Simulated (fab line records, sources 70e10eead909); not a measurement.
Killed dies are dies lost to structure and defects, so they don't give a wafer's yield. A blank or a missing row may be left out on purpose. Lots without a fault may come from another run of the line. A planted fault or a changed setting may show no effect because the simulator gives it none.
A struck lot beside a sound one | flow nand_harc | 14 steps out of a route of 1302
Sound: wafers L495.2, L495.3, L495.4. Struck: wafers L491.3, L491.4, L491.5. The cause comes at the end.
At each step with rows: each side's tool, then ch and its chambers, then its first start. Under that, the readings that differ: sound wafers | struck wafers | difference of the means | sigmas: that difference in standard deviations of wafers without a fault.
alike: readings whose means differ by less than 2 such deviations, and words and numbers that are the same on both sides. not compared: withheld readings, readings that some wafer has no value for, bounds like >300 that may hide the same value, and numbers for which the record gives no deviation and whose values overlap.
The two part at a step that has a row with sigmas, a row that says differs or no value, or rows on one side only. Numbers that don't overlap but have no deviation are shown without sigmas and don't part them. A reading that every wafer of one side lacks parts them only if that side has two wafers or more.

first, 4 steps without rows for these wafers: NHARC_P_M2_EBR_05; NHARC_P_M2_EXPOSE_06 (exposes mask P M2, target cd 170 nm); NHARC_P_M2_PEB_07 (peb time 65 s); NHARC_P_M2_DEVELOP_08 (develop time 35 s).
NHARC_P_M2_CD_MEAS_09: target cd 170 nm.
  sound on cd_sem-02 ch 0, day 12 13:46; struck on cd_sem-02 ch 0, day 10 18:31
  alike: cd_nm
NHARC_P_M2_OVL_MEAS_10: pitch 340 nm.
  sound on overlay-01, day 12 13:52; struck on overlay-01, day 10 18:37
  alike: overlay_x_nm, overlay_y_nm
NHARC_P_M2_INSPECT_11:
  sound on defect_inspect-01, day 12 13:53; struck on defect_inspect-01, day 10 18:40
  reading          | sound | struck  | difference | sigmas
  raw_defect_count | 2 3 2 | 6 10 18 | +9         | +3
NHARC_P_M2_DESCUM_14: chemistry O2, time 3 s.
  sound on rie_diel-13 ch 0,2,3, day 12 13:57; struck on rie_diel-08 ch 1,2,3, day 10 18:43
  alike: drypump_motor_current_A, oes_product_au, rf_vpp_V, showerhead_plenum_p_Torr, throttle_valve_pct
  not compared: rf_hours_counter_h
NHARC_P_M2_ETCH_35: etches the open film in N2/H2, target depth 40 nm, overetch 12 nm, time 43.94 s.
  sound on rie_diel-13 ch 0,2,3, day 12 14:02; struck on rie_diel-08 ch 0,1, day 10 18:48
  reading               | sound             | struck            | difference | sigmas
  oes_product_au (a.u.) | 1.006 1.003 1.003 | 0.975 0.968 0.985 | -0.028     | -3
  alike: bias_w, chamber_pressure_mTorr, drypump_motor_current_A, h2_flow_sccm, rf_vpp_V, showerhead_plenum_p_Torr, throttle_valve_pct
  not compared: rf_hours_counter_h
NHARC_P_M2_ETCH_15: etches the open film in C4F8/Ar, target depth 182.5 nm, time 91.2 s.
  sound on rie_diel-13 ch 0,2,3; struck on rie_diel-08 ch 0,1,2
  reading               | sound             | struck            | difference | sigmas
  oes_product_au (a.u.) | 0.985 0.967 0.969 | 0.921 0.912 0.921 | -0.056     | -2
  alike: bias_w, chamber_pressure_mTorr, rf_vpp_V
  not compared: rf_hours_counter_h
NHARC_P_M2_CD_MEAS_16:
  sound on cd_sem-02, day 12 14:16; struck on cd_sem-03, day 10 19:02
  alike: cd_nm
NHARC_P_M2_STRIP_18: strips in N2/H2.
  sound on rie_diel-08 ch 1,2,3, day 12 14:20; struck on rie_diel-13 ch 1,2, day 10 19:06
  alike: drypump_motor_current_A, h2_flow_sccm, oes_product_au, rf_vpp_V, showerhead_plenum_p_Torr, throttle_valve_pct
  not compared: rf_hours_counter_h
NHARC_P_M2_ETCH_28: etches the open film in CF4/N2, target depth 30 nm, time 72.99 s.
  sound on rie_diel-08 ch 1,2,3, day 12 14:35; struck on rie_diel-13 ch 0,1,2, day 10 19:20
  no value came back on the struck wafers for any of 8 readings (bias_w (W), cf4_flow_sccm (sccm) and others); on the sound wafers bias_w (W) reads 99.97 100.23 99.55
then, 1 step without rows for these wafers: NHARC_P_M2_STRIP_19 (strips in post etch residue remover, time 600 s).

WHERE THEY PART
First at NHARC_P_M2_INSPECT_11; last, within this record, at NHARC_P_M2_ETCH_28.

WHY: what the simulator had put in
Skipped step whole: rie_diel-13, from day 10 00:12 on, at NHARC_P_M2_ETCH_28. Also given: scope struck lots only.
